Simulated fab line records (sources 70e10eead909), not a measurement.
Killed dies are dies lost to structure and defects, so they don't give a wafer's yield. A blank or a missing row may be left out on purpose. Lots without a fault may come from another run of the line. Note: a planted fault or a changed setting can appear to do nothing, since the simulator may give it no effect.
Matching of chambers + flow nand_harc + NHARC_P_M0_PRE_CLEAN_31 on pecvd-04: 3 sister chambers
The step time 12 s. 3 wafers are shown with their chamber, then 10 later ones without.

== WAFERS PAIRED WITH THEIR CHAMBERS ==
| wafer  | chamber | heater_power_outer_w (W) |
|--------|---------|--------------------------|
| L087.6 | 2       | 309                      |
| L090.1 | 1       | 435                      |
| L090.2 | 0       | 356                      |

== WAFERS WITH NO CHAMBER GIVEN ==
| wafer  | heater_power_outer_w (W) |
|--------|--------------------------|
| L090.6 | 356                      |
| L091.2 | 399                      |
| L091.3 | 333                      |
| L091.6 | 336                      |
| L093.2 | 341                      |
| L093.3 | 436                      |
| L093.4 | 447                      |
| L096.1 | 324                      |
| L096.3 | 395                      |
| L096.4 | 296                      |

== WHICH CHAMBER EACH ONE RAN IN ==
| wafer  | from the rows above     | in truth                   |
|--------|-------------------------|----------------------------|
| L090.6 | 0                       | 0                          |
| L091.2 | can't be placed: 1 or 0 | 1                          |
| L091.3 | can't be placed: 0 or 2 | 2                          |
| L091.6 | can't be placed: 0 or 2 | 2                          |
| L093.2 | can't be placed: 0 or 2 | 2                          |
| L093.3 | 1                       | 1                          |
| L093.4 | 1                       | 1                          |
| L096.1 | can't be placed: 2 or 0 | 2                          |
| L096.3 | can't be placed: 0 or 1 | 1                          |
| L096.4 | 2                       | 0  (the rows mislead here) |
Placed correctly: 3 of 10. These rows do not allow placing 6 (true chamber among the candidates in 6). Placed wrongly: 1.
How it was worked out, from the rows above alone: a wafer's distance from a chamber is the root of the sum, over the readings, of the square of ((its reading less the chamber's mean) divided by the reading's scatter). The wafer belongs to the nearest chamber; if the next one is less than 2 further off, it can't be placed. The mean given for a chamber averages the wafers shown for that chamber. The scatter (one wafer shown for each chamber): square how far every hidden wafer sits from the nearest shown wafer, average those squares and take the square root.
